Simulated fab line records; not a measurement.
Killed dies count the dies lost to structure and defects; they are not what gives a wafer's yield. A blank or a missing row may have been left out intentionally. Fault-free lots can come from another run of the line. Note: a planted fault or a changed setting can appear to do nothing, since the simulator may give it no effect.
fab line records + flow n5-finfet
record
- lots=6
- wafers=18
- last-day=17
route steps=1938 shown BEOL_M6@1199 PASSIVATION@1936
lots untouched by any fault: they come from a run of this same line in which no faults occurred
start-h: hours from the record's first day to the start of the lot's first wafer shown + wait-h: hours from the lot's prior step to this one + " repeats the value in the row above + L1.1+2: a row that stands for several wafers + - no value, or no start given + * or withheld: withheld + < > ~ a bound
route shown NAME@n: names a module that has steps shown in the file, with the first one's number in the route + usual: mean/standard deviation of fault-free wafers + same: alike in all rows + chamber/n: place in a boat + sites: each site's reading + _std_site: the values' standard deviation + _edge_site: inner sites' mean taken away from outer sites' mean + radius-mm: for every site, how far away it sits from the centre of the wafer + mask NAME#n: copy n + behind: the tool/chamber that last shaped the wafer + hold: cause of the lot's hold/its duration in hours/its outcome + device: transistor that didn't switch, given as n, p or np + end of line: tests of these same wafers at the route's end + where a step has no rows: the recipe by itself + killed: count of dies lost to structure and defects at first sort (not the wafer's yield) + map: a wafer's dies, x killed, . not, _ none there
set.NAME: the setting that was run; set.NAME@STEP: the one run at that earlier step + model.NAME: the simulator's own value behind a step, which no gauge read
a table for each step, a row for each wafer; lots at some steps of the route
services: the hour from which a tool's chamber was out of use, counted from the record's first day as start-h (under 0 if before that day), plus the number of hours and why
## steps
# step N5_BEOL_M6_COAT_59
# recipe
- resist=SOC
- temp-c=250
- time-s=60
- spin-rpm=1500
- resist-thk-nm=100
# step N5_BEOL_M6_COAT_60
# recipe
- resist=SiARC
- temp-c=220
- time-s=60
- spin-rpm=1500
- resist-thk-nm=35
# step N5_BEOL_M6_COAT_05
# recipe
- resist=CAR-ArF
- spin-rpm=1500
- resist-thk-nm=90
# step N5_BEOL_M6_EBR_07
# recipe
- solvent=PGMEA
- ebr-width-mm=1.5
# step N5_BEOL_M6_SOFTBAKE_06
# recipe
- temp-c=110
- time-s=60
- resist=CAR-ArF
# step N5_BEOL_M6_EXPOSE_08
# recipe
- mask-id=M6
- na=1.35
- source-shape=dipole
- sigma-inner=0.817
- sigma-outer=0.97
- polarization=te
- dose-mj=68.25
# step N5_BEOL_M6_PEB_09
# recipe
- peb-temp-c=withheld
- peb-time-s=60
- resist=CAR-ArF
# step N5_BEOL_M6_DEVELOP_10
# recipe
- develop-time-s=30
- developer=TMAH
- resist=CAR-ArF
- rinse-liquid=diw
- dry=air-spin
- dev-temp-c=23
# step N5_BEOL_M6_CD_MEAS_11
# recipe
- target-cd-nm=38.5
- landing-energy-ev=500
- detector=se-inlens
- polarity=opening
# usual
- cd-nm=38.4/0.68
| lot.wafer | tool      | chamber | start-h | wait-h | cd-nm |
|-----------|-----------|---------|---------|--------|-------|
| L647.1    | cd-sem-02 | 0       | 229.51  | -      | 38.0  |
| L647.3    | "         | 0       | "       | "      | 37.4  |
| L647.4    | "         | 0       | "       | "      | 37.2  |
| L652.1    | cd-sem-02 | 0       | 273.50  | -      | 38.2  |
| L652.3    | "         | 0       | "       | "      | 38.2  |
| L652.6    | "         | 0       | "       | "      | 38.1  |
| L656.1    | cd-sem-03 | 0       | 291.09  | -      | 38.2  |
| L656.2    | "         | 0       | "       | "      | 39.1  |
| L656.5    | "         | 0       | "       | "      | 38.7  |
| L657.1    | cd-sem-02 | 0       | 299.10  | -      | 38.4  |
| L657.3    | "         | 0       | "       | "      | 39.1  |
| L657.6    | "         | 0       | "       | "      | 39.3  |
| L660.1    | cd-sem-02 | 0       | 302.82  | -      | 38.3  |
| L660.4    | "         | 0       | "       | "      | 37.9  |
| L660.5    | "         | 0       | "       | "      | 37.5  |
| L661.2    | cd-sem-02 | 0       | 323.52  | -      | 36.9  |
| L661.4    | "         | 0       | "       | "      | 39.3  |
| L661.6    | "         | 0       | "       | "      | 38.7  |
# step N5_BEOL_M6_OVL_MEAS_12
# recipe
- points-per-wafer=44
# usual
- M6_OVL=0.2/0.84
| lot.wafer | tool       | chamber | start-h | wait-h | M6_OVL[nm] |
|-----------|------------|---------|---------|--------|------------|
| L647.1    | overlay-02 | 0       | 229.54  | 0.0    | -1.2       |
| L647.3    | "          | 0       | "       | "      | -0.1       |
| L647.4    | "          | 0       | "       | "      | -0.1       |
| L652.1    | overlay-02 | 0       | 273.53  | 0.0    | -0.5       |
| L652.3    | "          | 0       | "       | "      | -0.7       |
| L652.6    | "          | 0       | "       | "      | -0.2       |
| L656.1    | overlay-01 | 0       | 291.12  | 0.0    | -0.2       |
| L656.2    | "          | 0       | "       | "      | 0.1        |
| L656.5    | "          | 0       | "       | "      | -0.3       |
| L657.1    | overlay-01 | 0       | 299.13  | 0.0    | 2.0        |
| L657.3    | "          | 0       | "       | "      | 0.6        |
| L657.6    | "          | 0       | "       | "      | -1.0       |
| L660.1    | overlay-02 | 0       | 302.85  | 0.0    | -0.2       |
| L660.4    | "          | 0       | "       | "      | 0.1        |
| L660.5    | "          | 0       | "       | "      | 0.9        |
| L661.2    | overlay-01 | 0       | 323.55  | 0.0    | 1.5        |
| L661.4    | "          | 0       | "       | "      | 1.2        |
| L661.6    | "          | 0       | "       | "      | 2.9        |
# step N5_BEOL_M6_INSPECT_13
# recipe
- mode=adi
- inspect-instrument=brightfield
# usual
- raw-defect-count=414/93
| lot.wafer | tool              | chamber | start-h | wait-h | raw-defect-count |
|-----------|-------------------|---------|---------|--------|------------------|
| L647.1    | defect-inspect-01 | -       | 229.56  | 0.0    | 500              |
| L647.3    | "                 | -       | "       | "      | 344              |
| L647.4    | "                 | -       | "       | "      | 286              |
| L652.1    | defect-inspect-02 | -       | 273.55  | 0.0    | 388              |
| L652.3    | "                 | -       | "       | "      | 230              |
| L652.6    | "                 | -       | "       | "      | 363              |
| L656.1    | defect-inspect-02 | -       | 291.14  | 0.0    | 433              |
| L656.2    | "                 | -       | "       | "      | 399              |
| L656.5    | "                 | -       | "       | "      | 370              |
| L657.1    | defect-inspect-01 | -       | 299.15  | 0.0    | 282              |
| L657.3    | "                 | -       | "       | "      | 359              |
| L657.6    | "                 | -       | "       | "      | 347              |
| L660.1    | defect-inspect-01 | -       | 302.87  | 0.0    | 381              |
| L660.4    | "                 | -       | "       | "      | 374              |
| L660.5    | "                 | -       | "       | "      | 437              |
| L661.2    | defect-inspect-01 | -       | 323.57  | 0.0    | 434              |
| L661.4    | "                 | -       | "       | "      | 482              |
| L661.6    | "                 | -       | "       | "      | 392              |
# step N5_BEOL_M6_DESCUM_16
# recipe
- chemistry=O2
- time-s=7.9
- source-power-w=50
- bias-power-w=20
- pressure-mtorr=20
- rf-frequency-hz=2.712e+07
- temp-c=40
- resist=CAR-ArF
- o2-flow-sccm=225
# usual
- chamber-pressure-mTorr=20.000/0.02
- drypump-motor-current-A=5.5/0.57
- oes-product-au=0.81/0.085
- rf-vpp-V=243.2/1.4
- showerhead-plenum-p-Torr=2.11/0.07
- throttle-valve-pct=20.35/0.19
| lot.wafer | tool        | chamber | start-h | wait-h | chamber-pressure-mTorr | drypump-motor-current-A | oes-product-au | rf-hours-counter-h | rf-vpp-V | showerhead-plenum-p-Torr | throttle-valve-pct |
|-----------|-------------|---------|---------|--------|------------------------|-------------------------|----------------|--------------------|----------|--------------------------|--------------------|
| L647.1    | rie-diel-02 | 0       | 230.38  | 0.8    | 19.973                 | 5.5                     | 0.76           | 150                | 242.7    | 2.07                     | 20.14              |
| L647.3    | "           | 1       | "       | "      | 19.959                 | 5.3                     | 0.72           | 191                | 242.2    | 2.09                     | 20.37              |
| L647.4    | "           | 3       | "       | "      | 20.008                 | 6.4                     | 0.68           | 228                | 242.2    | 2.06                     | 20.59              |
| L652.1    | rie-diel-05 | 3       | 273.59  | 0.0    | 20.001                 | 5.7                     | 0.85           | 44                 | 242.6    | 2.05                     | 20.64              |
| L652.3    | "           | 1       | "       | "      | 20.002                 | 5.4                     | 0.94           | 13                 | 242.6    | 2.09                     | 20.34              |
| L652.6    | "           | 1       | "       | "      | 20.012                 | 5.4                     | 0.95           | -                  | 242.6    | 2.08                     | 20.36              |
| L656.1    | rie-diel-05 | 0       | 291.20  | 0.1    | 20.003                 | 5.5                     | 0.77           | 148                | 241.5    | 2.01                     | 20.32              |
| L656.2    | "           | 3       | "       | "      | 19.970                 | 5.7                     | 0.86           | 50                 | 242.5    | 2.04                     | 20.65              |
| L656.5    | "           | 0       | "       | "      | 20.001                 | 5.5                     | 0.77           | -                  | 241.6    | 2.01                     | 20.34              |
| L657.1    | rie-diel-05 | 0       | 299.19  | 0.0    | 20.017                 | 5.5                     | 0.75           | 148                | 241.3    | 2.01                     | 20.33              |
| L657.3    | "           | 1       | "       | "      | 19.952                 | 5.4                     | 0.93           | 23                 | 241.2    | 2.08                     | 20.37              |
| L657.6    | "           | 2       | "       | "      | 20.012                 | 6.5                     | 0.84           | -                  | 245.6    | 2.20                     | 20.32              |
| L660.1    | rie-diel-02 | 0       | 302.91  | 0.0    | 19.999                 | 5.5                     | 0.74           | 176                | 241.6    | 2.06                     | 20.20              |
| L660.4    | "           | 2       | "       | "      | 19.991                 | 4.7                     | 0.74           | -                  | 244.4    | 2.18                     | 20.17              |
| L660.5    | "           | 1       | "       | "      | 20.015                 | 5.3                     | 0.71           | -                  | 241.9    | 2.08                     | 20.41              |
| L661.2    | rie-diel-06 | 0       | 323.61  | 0.0    | 20.014                 | 4.8                     | 0.80           | 101                | 243.1    | 2.02                     | 20.34              |
| L661.4    | "           | 0       | "       | "      | 19.985                 | 4.9                     | 0.80           | -                  | 242.4    | 2.02                     | 20.33              |
| L661.6    | "           | 1       | "       | "      | 19.972                 | 5.6                     | 0.87           | -                  | 243.2    | 2.15                     | 20.50              |
# step N5_BEOL_M6_ETCH_61
# recipe
- chemistry=CF4
- target=SiARC
- target-depth-a=455
- mask-material=CAR-ArF
- time-s=75.8
- ion-energy-ev=80
- pressure-mtorr=40
- source-w=545
- bias-w=36
- Ar_flow_sccm=100
- cf4-flow-sccm=100
- ends=cleared
# usual
- bias-w=35.98/0.1
- chamber-pressure-mTorr=40.00/0.041
- drypump-motor-current-A=5.5/0.56
- etch-rf-on-time-s=76.0/2.2
- oes-product-au=0.69/0.068
- rf-vpp-V=184.4/1.2
- showerhead-plenum-p-Torr=2.15/0.065
- throttle-valve-pct=15.51/0.2
| lot.wafer | tool        | chamber | start-h | wait-h | bias-w | chamber-pressure-mTorr | drypump-motor-current-A | etch-rf-on-time-s | oes-product-au | rf-hours-counter-h | rf-vpp-V | showerhead-plenum-p-Torr | throttle-valve-pct |
|-----------|-------------|---------|---------|--------|--------|------------------------|-------------------------|-------------------|----------------|--------------------|----------|--------------------------|--------------------|
| L647.1    | rie-diel-02 | 0       | 230.42  | 0.0    | 36.07  | 39.98                  | 5.5                     | 73.1              | 0.67           | 150                | 183.0    | 2.14                     | 15.53              |
| L647.3    | "           | 1       | "       | "      | 36.10  | 39.94                  | 5.3                     | 76.4              | 0.62           | 191                | 184.3    | 2.16                     | 15.73              |
| L647.4    | "           | 3       | "       | "      | 35.84  | 40.01                  | 6.5                     | 75.8              | 0.59           | 228                | 183.7    | 2.12                     | 15.87              |
| L652.1    | rie-diel-05 | 3       | 273.62  | 0.0    | 35.75  | 39.96                  | 5.7                     | 79.1              | 0.73           | 44                 | 181.7    | 2.08                     | 15.58              |
| L652.3    | "           | 1       | "       | "      | 35.98  | 40.00                  | 5.4                     | 71.5              | 0.82           | 13                 | 184.0    | 2.11                     | 15.27              |
| L652.6    | "           | 1       | "       | "      | 35.95  | 40.01                  | 5.4                     | 71.6              | 0.82           | -                  | 185.3    | 2.11                     | 15.27              |
| L656.1    | rie-diel-05 | 0       | 291.23  | 0.0    | 37.46  | 40.05                  | 5.5                     | 76.6              | 0.65           | 148                | 188.3    | 2.06                     | 15.55              |
| L656.2    | "           | 3       | "       | "      | 37.57  | 40.04                  | 5.7                     | 77.4              | 0.73           | 50                 | 190.3    | 2.08                     | 15.60              |
| L656.5    | "           | 0       | "       | "      | 37.45  | 40.05                  | 5.5                     | 76.3              | 0.65           | -                  | 188.2    | 2.06                     | 15.56              |
| L657.1    | rie-diel-05 | 0       | 299.22  | 0.0    | 37.54  | 40.02                  | 5.5                     | 77.4              | 0.64           | 148                | 188.1    | 2.06                     | 15.57              |
| L657.3    | "           | 1       | "       | "      | 37.35  | 39.93                  | 5.5                     | 71.7              | 0.80           | 23                 | 187.9    | 2.11                     | 15.31              |
| L657.6    | "           | 2       | "       | "      | 37.64  | 40.03                  | 6.5                     | 78.9              | 0.70           | -                  | 191.0    | 2.27                     | 15.53              |
| L660.1    | rie-diel-02 | 0       | 302.94  | 0.0    | 36.09  | 39.94                  | 5.5                     | 73.4              | 0.65           | 176                | 184.0    | 2.13                     | 15.58              |
| L660.4    | "           | 2       | "       | "      | 35.86  | 40.05                  | 4.7                     | 78.4              | 0.62           | -                  | 185.0    | 2.21                     | 15.39              |
| L660.5    | "           | 1       | "       | "      | 36.13  | 40.06                  | 5.3                     | 76.9              | 0.61           | -                  | 183.7    | 2.15                     | 15.79              |
| L661.2    | rie-diel-06 | 0       | 323.64  | 0.0    | 35.91  | 39.93                  | 4.8                     | 75.4              | 0.68           | 101                | 183.1    | 2.07                     | 15.49              |
| L661.4    | "           | 0       | "       | "      | 35.98  | 39.97                  | 4.8                     | 75.4              | 0.68           | -                  | 183.7    | 2.07                     | 15.49              |
| L661.6    | "           | 1       | "       | "      | 35.91  | 39.94                  | 5.5                     | 75.7              | 0.74           | -                  | 185.1    | 2.17                     | 15.51              |
# step N5_BEOL_M6_ETCH_62
# recipe
- chemistry=N2/H2
- target=SOC
- target-depth-a=1100
- overetch-a=220
- mask-material=SiARC
- temp-c=40
- time-s=165
- ion-energy-ev=200
- pressure-mtorr=30
- source-w=840
- bias-w=150
- n2-flow-sccm=200
- h2-flow-sccm=200
# usual
- bias-w=150.0/0.48
- chamber-pressure-mTorr=30.000/0.027
- drypump-motor-current-A=5.5/0.56
- oes-product-au=0.68/0.064
- rf-vpp-V=524.1/2.3
- showerhead-plenum-p-Torr=2.55/0.076
- throttle-valve-pct=17.67/0.27
| lot.wafer | tool        | chamber | start-h | wait-h | bias-w | chamber-pressure-mTorr | drypump-motor-current-A | oes-product-au | rf-hours-counter-h | rf-vpp-V | showerhead-plenum-p-Torr | throttle-valve-pct |
|-----------|-------------|---------|---------|--------|--------|------------------------|-------------------------|----------------|--------------------|----------|--------------------------|--------------------|
| L647.1    | rie-diel-02 | 0       | 230.48  | 0.0    | 150.3  | 29.990                 | 5.5                     | 0.65           | 150                | 524.4    | 2.56                     | 17.83              |
| L647.3    | "           | 1       | "       | "      | 151.0  | 29.974                 | 5.3                     | 0.62           | 191                | 523.1    | 2.52                     | 17.74              |
| L647.4    | "           | 3       | "       | "      | 150.7  | 29.992                 | 6.5                     | 0.58           | 228                | 523.7    | 2.52                     | 17.98              |
| L652.1    | rie-diel-05 | 3       | 273.68  | 0.0    | 150.2  | 29.988                 | 5.7                     | 0.75           | 44                 | 522.1    | 2.49                     | 18.03              |
| L652.3    | "           | 1       | "       | "      | 150.1  | 30.029                 | 5.5                     | 0.79           | 13                 | 522.9    | 2.49                     | 17.50              |
| L652.6    | "           | 1       | "       | "      | 150.8  | 29.993                 | 5.5                     | 0.79           | -                  | 521.2    | 2.48                     | 17.49              |
| L656.1    | rie-diel-05 | 0       | 291.29  | 0.0    | 149.2  | 30.003                 | 5.5                     | 0.65           | 148                | 520.3    | 2.46                     | 17.92              |
| L656.2    | "           | 3       | "       | "      | 149.2  | 29.948                 | 5.7                     | 0.73           | 50                 | 523.6    | 2.48                     | 18.04              |
| L656.5    | "           | 0       | "       | "      | 149.4  | 30.027                 | 5.5                     | 0.65           | -                  | 521.5    | 2.46                     | 17.90              |
| L657.1    | rie-diel-05 | 0       | 299.28  | 0.0    | 150.2  | 30.003                 | 5.5                     | 0.65           | 148                | 521.4    | 2.46                     | 17.91              |
| L657.3    | "           | 1       | "       | "      | 149.2  | 30.010                 | 5.4                     | 0.77           | 23                 | 522.7    | 2.48                     | 17.50              |
| L657.6    | "           | 2       | "       | "      | 149.4  | 30.026                 | 6.5                     | 0.70           | -                  | 527.9    | 2.68                     | 17.74              |
| L660.1    | rie-diel-02 | 0       | 303.00  | 0.0    | 150.2  | 30.036                 | 5.5                     | 0.63           | 176                | 523.7    | 2.55                     | 17.87              |
| L660.4    | "           | 2       | "       | "      | 150.7  | 30.010                 | 4.7                     | 0.64           | -                  | 526.9    | 2.62                     | 17.37              |
| L660.5    | "           | 1       | "       | "      | 150.1  | 29.989                 | 5.3                     | 0.61           | -                  | 522.2    | 2.51                     | 17.77              |
| L661.2    | rie-diel-06 | 0       | 323.70  | 0.0    | 148.7  | 30.000                 | 4.8                     | 0.67           | 101                | 520.5    | 2.48                     | 18.00              |
| L661.4    | "           | 0       | "       | "      | 149.1  | 30.004                 | 4.9                     | 0.68           | -                  | 521.3    | 2.48                     | 18.01              |
| L661.6    | "           | 1       | "       | "      | 150.3  | 30.011                 | 5.5                     | 0.73           | -                  | 526.1    | 2.56                     | 17.47              |
# step N5_PASSIVATION_PROBE_49
# usual
- defect-limited-yield=91.6/1.4
- killed_at_M0_to_M3=32/9.5
- killed_at_M4_up=13/6
- killed-at-contacts=12/5.6
- killed-at-front-end=39/11
- killed-at-other=2.8/2.3
- killed-dies=99/16
- killed-open=65/12
- killed-short=32/7.6
- sort_bin_4_leakage=0.1/0.88
- sort_bin_5_function=4.8/0.88
- sort_bin_6_memory=3.2/0.65
- sort_bin_8_speed=0.2/2
- sort-n-pass=1077/29
- sort-yield-pct=91.2/2.5
# same
- gross-dies=1180
- killed-at-back-side=0
| lot.wafer | tool      | chamber | start-h | wait-h | defect-limited-yield[%] | killed_at_M0_to_M3 | killed_at_M4_up | killed-at-contacts | killed-at-front-end | killed-at-other | killed-dies | killed-open | killed-short | sort_bin_4_leakage[%] | sort_bin_5_function[%] | sort_bin_6_memory[%] | sort_bin_8_speed[%] | sort-n-pass | sort-yield-pct[%] |
|-----------|-----------|---------|---------|--------|-------------------------|--------------------|-----------------|--------------------|---------------------|-----------------|-------------|-------------|--------------|-----------------------|------------------------|----------------------|---------------------|-------------|-------------------|
| L647.1    | prober-01 | -       | 320.60  | 0.0    | 91.5                    | 41                 | 2               | 13                 | 40                  | 4               | 100         | 60          | 38           | 0                     | 5.2                    | 3.1                  | 0                   | 1080        | 91.5              |
| L647.3    | prober-01 | -       | 320.70  | 0.1    | 93.6                    | 20                 | 10              | 9                  | 31                  | 6               | 76          | 47          | 23           | 0                     | 3.6                    | 2.1                  | 0                   | 1104        | 93.6              |
| L647.4    | prober-01 | -       | 320.75  | 0.2    | 94.1                    | 28                 | 8               | 10                 | 19                  | 5               | 70          | 41          | 28           | 0                     | 3.8                    | 1.9                  | 0                   | 1110        | 94.1              |
| L652.1    | prober-02 | -       | 368.62  | 0.0    | 91.7                    | 33                 | 9               | 12                 | 43                  | 1               | 98          | 69          | 27           | 0                     | 5.0                    | 3.1                  | 0                   | 1082        | 91.7              |
| L652.3    | prober-02 | -       | 368.72  | 0.1    | 90.7                    | 30                 | 15              | 24                 | 36                  | 5               | 110         | 82          | 21           | 0                     | 5.1                    | 3.6                  | 0                   | 1070        | 90.7              |
| L652.6    | prober-02 | -       | 368.87  | 0.3    | 89.7                    | 41                 | 17              | 18                 | 43                  | 3               | 122         | 68          | 40           | 0                     | 4.9                    | 4.3                  | 0                   | 1058        | 89.7              |
| L656.1    | prober-01 | -       | 375.72  | 0.7    | 92.6                    | 19                 | 14              | 10                 | 41                  | 3               | 87          | 57          | 30           | 0                     | 3.5                    | 3.8                  | 0                   | 1093        | 92.6              |
| L656.2    | prober-01 | -       | 375.77  | 0.8    | 91.1                    | 31                 | 26              | 17                 | 27                  | 4               | 105         | 71          | 34           | 0.1                   | 5.8                    | 3.0                  | 0                   | 1074        | 91.0              |
| L656.5    | prober-01 | -       | 375.92  | 0.9    | 91.8                    | 21                 | 17              | 16                 | 42                  | 1               | 97          | 68          | 19           | 0                     | 4.3                    | 2.9                  | 0                   | 1083        | 91.8              |
| L660.1    | prober-01 | -       | 394.93  | 0.0    | 91.9                    | 19                 | 11              | 9                  | 56                  | 1               | 96          | 64          | 28           | 0                     | 5.1                    | 2.6                  | 0                   | 1084        | 91.9              |
| L660.4    | prober-01 | -       | 395.08  | 0.2    | 91.0                    | 26                 | 14              | 9                  | 55                  | 2               | 106         | 67          | 39           | 0                     | 4.8                    | 3.7                  | 0                   | 1074        | 91.0              |
| L660.5    | prober-01 | -       | 395.13  | 0.2    | 90.7                    | 46                 | 10              | 5                  | 44                  | 5               | 110         | 73          | 37           | 0                     | 5.0                    | 4.0                  | 0                   | 1070        | 90.7              |
| L661.2    | prober-02 | -       | 411.91  | 0.1    | 95.0                    | 23                 | 8               | 5                  | 23                  | 0               | 59          | 46          | 12           | 0                     | 3.2                    | 1.7                  | 0                   | 1121        | 95.0              |
| L661.4    | prober-02 | -       | 412.01  | 0.2    | 93.1                    | 24                 | 13              | 13                 | 30                  | 1               | 81          | 56          | 23           | 0                     | 3.7                    | 3.1                  | 0                   | 1099        | 93.1              |
| L661.6    | prober-02 | -       | 412.11  | 0.3    | 92.9                    | 19                 | 8               | 8                  | 48                  | 1               | 84          | 57          | 25           | 0                     | 3.7                    | 3.1                  | 18.6                | 877         | 74.3              |
# killed by level:class
L647.1 FIN_SAQP:geometric-particle:open=16 MOL_CONTACT_COAG:geometric-particle:open=11 BEOL_M0_SAQP:geometric-particle:short=11 BEOL_M0_SAQP:geometric-particle:open=8 BEOL_M3:geometric-particle:short=6 BEOL_M1:geometric-particle:open=5 FIN_SAQP:geometric-particle:short=4 SPACER0:geometric-particle:open=4
L647.3 MOL_CONTACT_COAG:geometric-particle:open=8 BEOL_M4:geometric-particle:open=6 FIN_SAQP:geometric-particle:short=5 BEOL_M0_SAQP:geometric-particle:open=5 BEOL_M3:geometric-particle:open=5 HKMG_FIN:area-etch=5 DUMMY_GATE:geometric-particle:open=4 BEOL_M1:geometric-particle:open=4
L647.4 BEOL_M0_SAQP:geometric-particle:short=7 MOL_CONTACT_COAG:geometric-particle:open=6 FIN_SAQP:geometric-particle:open=5 BEOL_M2:geometric-particle:open=5 STARTING-WAFER:geometric-particle:short=5 MOL_CONTACT_COAG:geometric-particle:short=4 BEOL_M0_SAQP:geometric-particle:open=4 BEOL_M3:geometric-particle:open=4
L652.1 STI_FIN_REVEAL:geometric-particle:open=14 MOL_CONTACT_COAG:geometric-particle:open=11 BEOL_M2:geometric-particle:open=8 BEOL_M3:geometric-particle:open=8 FIN_SAQP:geometric-particle:short=5 FIN_SAQP:geometric-particle:open=5 GATE_CUT:geometric-particle:short=4 BEOL_M0_SAQP:geometric-particle:short=4
L652.3 MOL_CONTACT_COAG:geometric-particle:open=18 STI_FIN_REVEAL:geometric-particle:open=17 BEOL_M2:geometric-particle:open=9 BEOL_M1:geometric-particle:open=8 BEOL_M4:geometric-particle:open=7 MOL_CONTACT_COAG:geometric-particle:short=6 HKMG_FIN:area-etch=5 FIN_SAQP:geometric-particle:open=3
L652.6 BEOL_M2:geometric-particle:open=12 MOL_CONTACT_COAG:geometric-particle:open=11 FIN_SAQP:geometric-particle:open=9 FIN_SAQP:geometric-particle:short=8 HKMG_FIN:area-etch=8 MOL_CONTACT_COAG:geometric-particle:short=7 BEOL_M1:geometric-particle:open=6 BEOL_M0_SAQP:geometric-particle:open=5
L656.1 STI_FIN_REVEAL:geometric-particle:open=10 BEOL_M4:geometric-particle:open=9 FIN_SAQP:geometric-particle:open=8 MOL_CONTACT_COAG:geometric-particle:open=6 BEOL_M0_SAQP:geometric-particle:open=6 FIN_SAQP:geometric-particle:short=5 DUMMY_GATE:geometric-particle:open=5 DUMMY_GATE:geometric-particle:short=4
L656.2 BEOL_M4:geometric-particle:open=15 MOL_CONTACT_COAG:geometric-particle:open=14 BEOL_M0_SAQP:geometric-particle:open=11 BEOL_M0_SAQP:geometric-particle:short=10 FIN_SAQP:geometric-particle:open=8 FIN_SAQP:geometric-particle:short=8 DUMMY_GATE:geometric-particle:open=4 BEOL_M1:geometric-particle:open=4
L656.5 MOL_CONTACT_COAG:geometric-particle:open=15 STI_FIN_REVEAL:geometric-particle:open=11 HKMG_FIN:area-etch=10 BEOL_M4:geometric-particle:open=8 BEOL_M0_SAQP:geometric-particle:open=5 DUMMY_GATE:geometric-particle:short=4 GATE_CUT:geometric-particle:open=4 BEOL_M2:geometric-particle:open=4
L660.1 FIN_SAQP:geometric-particle:open=15 STI_FIN_REVEAL:geometric-particle:open=7 BEOL_M1:geometric-particle:open=7 MOL_CONTACT_COAG:geometric-particle:open=7 FIN_SAQP:geometric-particle:short=6 STARTING-WAFER:geometric-particle:short=6 BEOL_M3:geometric-particle:open=5 GATE_CUT:geometric-particle:short=4
L660.4 STI_FIN_REVEAL:geometric-particle:open=14 FIN_SAQP:geometric-particle:open=8 DUMMY_GATE:geometric-particle:open=8 FIN_SAQP:geometric-particle:short=7 MOL_CONTACT_COAG:geometric-particle:open=7 BEOL_M1:geometric-particle:short=6 GATE_CUT:geometric-particle:short=6 BEOL_M1:geometric-particle:open=5
L660.5 BEOL_M1:geometric-particle:open=14 FIN_SAQP:geometric-particle:open=12 BEOL_M3:geometric-particle:open=9 DUMMY_GATE:geometric-particle:open=8 BEOL_M2:geometric-particle:open=6 STI_FIN_REVEAL:geometric-particle:open=5 GATE_CUT:geometric-particle:short=5 BEOL_M0_SAQP:geometric-particle:short=5
L661.2 FIN_SAQP:geometric-particle:open=6 DUMMY_GATE:geometric-particle:open=6 BEOL_M0_SAQP:geometric-particle:open=6 MOL_CONTACT_COAG:geometric-particle:open=5 GATE_CUT:geometric-particle:open=4 BEOL_M1:geometric-particle:open=4 BEOL_M0_SAQP:geometric-particle:short=3 BEOL_M3:geometric-particle:open=3
L661.4 MOL_CONTACT_COAG:geometric-particle:open=11 FIN_SAQP:geometric-particle:open=8 STI_FIN_REVEAL:geometric-particle:open=7 BEOL_M2:geometric-particle:open=7 BEOL_M0_SAQP:geometric-particle:short=6 GATE_CUT:geometric-particle:short=5 BEOL_M3:geometric-particle:open=5 BEOL_M4:geometric-particle:open=5
L661.6 STI_FIN_REVEAL:geometric-particle:open=12 MOL_CONTACT_COAG:geometric-particle:open=7 FIN_SAQP:geometric-particle:open=6 BEOL_M1:geometric-particle:open=6 STARTING-WAFER:geometric-particle:short=5 DUMMY_GATE:geometric-particle:short=5 STARTING-WAFER:geometric-particle:open=5 GATE_CUT:geometric-particle:open=4
## services
| tool        | chamber | start-h | hours | kind                          |
|-------------|---------|---------|-------|-------------------------------|
| rie-diel-06 | 1       | 206.72  | -     | clean                         |
| rie-diel-06 | 1       | 206.72  | -     | consumable-replace:focus-ring |
| rie-diel-06 | 1       | 206.72  | 22.6  | scheduled-down                |
| rie-diel-06 | 1       | 206.72  | 22.6  | vent-cycle                    |
| rie-diel-05 | 1       | 216.85  | -     | clean                         |
| rie-diel-05 | 1       | 216.85  | -     | consumable-replace:focus-ring |
| rie-diel-05 | 0       | 231.06  | 1.6   | repair                        |
| rie-diel-06 | -       | 236.71  | 0.9   | repair                        |
| rie-diel-06 | 0       | 252.51  | 12.0  | repair                        |
| rie-diel-02 | 3       | 262.99  | 5.7   | repair                        |
| rie-diel-02 | -       | 271.93  | 0.3   | repair                        |
| rie-diel-05 | 0       | 291.72  | 5.4   | repair                        |
| rie-diel-02 | 3       | 294.43  | -     | clean                         |
| rie-diel-02 | 3       | 294.43  | -     | consumable-replace:esc        |
| rie-diel-02 | 3       | 294.43  | -     | consumable-replace:focus-ring |
| rie-diel-02 | 3       | 294.43  | 26.6  | scheduled-down                |
| rie-diel-02 | 3       | 294.43  | 26.6  | vent-cycle                    |
| rie-diel-06 | 0       | 295.00  | 3.9   | repair                        |
| rie-diel-06 | 2       | 319.55  | 5.6   | repair                        |
## key
first-sign
- step=N5_BEOL_M6_ETCH_61
- reading=bias-w
- direction=up
- sigmas=15
- usual=*
- struck=*
effect
- step=N5_BEOL_M6_ETCH_61
- reading=rf-vpp-V
- direction=up
- sigmas=3.7
- usual=184.4
- struck=189.0
met-at N5_BEOL_M6_ETCH_61
struck-wafers L656.1,L656.2,L656.5,L657.1,L657.3,L657.6
rows-end L657.1,L657.3,L657.6
baseline-loss
- step=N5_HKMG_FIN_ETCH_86
- wafers=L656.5
onset-between 273.62 291.23
fault
- kind=process-parameter-drift
- tool=rie-diel-05
- chamber=-
- onset-h=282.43
- steps=N5_BEOL_M6_ETCH_61
- channel=bias-w
- offset=*
- shape=step
- acts-in=*
- stated=*
# rows-end: these wafers met a further fault down the route, and their rows from its step on are left out
# baseline-loss: these wafers lose ten dies or more at that step, a loss of the line's own and not of a fault; the sort's usual values leave them out
